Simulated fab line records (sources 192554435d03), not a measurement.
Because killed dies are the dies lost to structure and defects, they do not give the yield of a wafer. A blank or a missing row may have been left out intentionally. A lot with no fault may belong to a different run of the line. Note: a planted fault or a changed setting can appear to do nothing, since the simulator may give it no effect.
Lot-split experiment + flow n5_finfet + route with 1938 steps; 7 lots, 21 wafers read

THE SPLIT
At N5_BEOL_M0_SAQP_ETCH_107 (etches SiNx in CH3F/O2, target depth 30 nm), the setting bias_w was moved away from the recipe's 73 W on 5 of the 21 wafers read, by -9.9% to +14.8%. The other wafers ran this setting at the recipe's value.

The split's own step is where the reading is taken.

THE READING
rf_vpp_V, in V, at N5_BEOL_M0_SAQP_ETCH_107 (etches SiNx in CH3F/O2, target depth 30 nm). On this fab line, fault-free wafers typically give 297 V with a standard deviation of 3.6 V.

| wafer  | tool, chamber at the split | bias_w as run, W | against the recipe | rf_vpp_V, V | against lot-mates on the recipe |
|--------|----------------------------|------------------|--------------------|-------------|---------------------------------|
| L075.2 | rie_diel-06, 0             | 73               | recipe             | 292         | -                               |
| L075.3 | rie_diel-06, 2             | 73               | recipe             | 299         | -                               |
| L075.4 | rie_diel-06, 1             | 73               | recipe             | 299         | -                               |
| L081.3 | rie_diel-06, 2             | 83.81            | +14.8%             | 333         | +32                             |
| L081.5 | rie_diel-06, 0             | 83.81            | +14.8%             | 325         | +24                             |
| L081.6 | rie_diel-06, 1             | 73               | recipe             | 301         | -                               |
| L083.3 | rie_diel-06, 1             | 73               | recipe             | 301         | -                               |
| L083.5 | rie_diel-06, 2             | 83.83            | +14.8%             | 333         | +32                             |
| L083.6 | rie_diel-06, 1             | 73               | recipe             | 301         | -                               |
| L085.4 | rie_diel-03, 3             | 73               | recipe             | 294         | -                               |
| L085.5 | rie_diel-03, 1             | 73               | recipe             | 295         | -                               |
| L085.6 | rie_diel-03, 0             | 65.74            | -9.9%              | 280         | -14                             |
| L089.1 | rie_diel-06, 3             | 73               | recipe             | 300         | -                               |
| L089.3 | rie_diel-06, 0             | 73               | recipe             | 293         | -                               |
| L089.6 | rie_diel-06, 3             | 73               | recipe             | 299         | -                               |
| L094.1 | rie_diel-05, 1             | 73               | recipe             | 303         | -                               |
| L094.3 | rie_diel-05, 0             | 77.92            | +6.7%              | 309         | +8                              |
| L094.6 | rie_diel-05, 3             | 73               | recipe             | 298         | -                               |
| L096.1 | rie_diel-05, 1             | 73               | recipe             | 302         | -                               |
| L096.4 | rie_diel-05, 0             | 73               | recipe             | 292         | -                               |
| L096.5 | rie_diel-05, 1             | 73               | recipe             | 304         | -                               |

THE FIT
A straight line over all 21 wafers: rf_vpp_V changes by +2.08 V for each +1% of bias_w; r = +0.96; the points scatter about the line by 3.9 V.
The same after taking each lot's own level away (the mean of its wafers on the recipe; 21 wafers): +1.86 V for each +1%; r = +0.96; scatter 3.6 V.
That fit puts the effect of the largest move of bias_w on the reading at 28 V.
The lots' own levels span 294.5 to 301.0 V, that is 1.8 times the standard deviation above.
Thus the slope moves with the lot-to-lot level: the two fits are different.
Check: for one of the wafers moved furthest among these (+14.8%), held out of the fit, the line's prediction against its lot-mates is +26.3 V. Against them it came out at +32 V.
Tool readings at the split's step, against how far the setting was moved: rf_vpp_V r = +0.96.

THE OTHER SPLITS THESE WAFERS WENT THROUGH
Other splits were also applied to these wafers ahead of the reading. Each is held against what the fit with the lots' levels taken away leaves over:
| other split on the same wafers           | wafers away from the commonest value | r with rf_vpp_V (lot level and that fit taken away) |
|------------------------------------------|--------------------------------------|-----------------------------------------------------|
| N5_MOL_CONTACT_COAG_CVD_140 target_thk_a | 7                                    | +0.15                                               |
| N5_BEOL_M0_SAQP_ETCH_106 target_depth_a  | 7                                    | -0.06                                               |

THE FILE'S OWN FIT
rf_vpp_V changes by +1.88 V for each +1% of bias_w, r = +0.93.
